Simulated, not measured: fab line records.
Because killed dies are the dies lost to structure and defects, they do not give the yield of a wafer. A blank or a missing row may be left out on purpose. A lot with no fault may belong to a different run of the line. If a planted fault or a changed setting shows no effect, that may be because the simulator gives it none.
Chamber matching / flow n5-finfet / ald-sin-02 running N5_FIN_SAQP_SPACER1_ALD_24: 4 sister chambers
The step deposits SiO2, target thk 20.3 nm, pulse time 1 s, purge time 2 s. 4 wafers are shown with their chamber, then 8 later ones without.

## WAFERS, EACH WITH ITS CHAMBER
wafer=L089.3; chamber=2; heater-power-w (W)=397
wafer=L091.2; chamber=0; heater-power-w (W)=462
wafer=L091.4; chamber=3; heater-power-w (W)=440
wafer=L093.2; chamber=1; heater-power-w (W)=536

## WAFERS MISSING THEIR CHAMBER
wafer=L093.4; heater-power-w (W)=389
wafer=L093.5; heater-power-w (W)=534
wafer=L094.3; heater-power-w (W)=402
wafer=L094.4; heater-power-w (W)=463
wafer=L094.5; heater-power-w (W)=529
wafer=L095.2; heater-power-w (W)=457
wafer=L095.3; heater-power-w (W)=439
wafer=L095.5; heater-power-w (W)=408

## WHICH CHAMBER EACH ONE RAN IN
wafer=L093.4; from the rows above=2; in truth=2
wafer=L093.5; from the rows above=1; in truth=1
wafer=L094.3; from the rows above=2; in truth=2
wafer=L094.4; from the rows above=0; in truth=0
wafer=L094.5; from the rows above=1; in truth=1
wafer=L095.2; from the rows above=can't be placed: 0 or 3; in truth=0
wafer=L095.3; from the rows above=3; in truth=3
wafer=L095.5; from the rows above=2; in truth=2
7 of 8 placed correctly. Can't be placed from these rows: 1 (the true chamber is among the candidates in 1). 0 placed wrongly.
How it was worked out, from the rows above alone: a wafer's distance from a chamber is the root of the sum, over the readings, of the square of ((its reading less the chamber's mean) divided by the reading's scatter). The wafer belongs to the nearest chamber; if the next one is less than 2 further off, it can't be placed. Each chamber's mean is taken over the wafers shown for it. The scatter: with one shown wafer a chamber, the root of the mean of the squares of how far each hidden wafer lies from its nearest shown one.
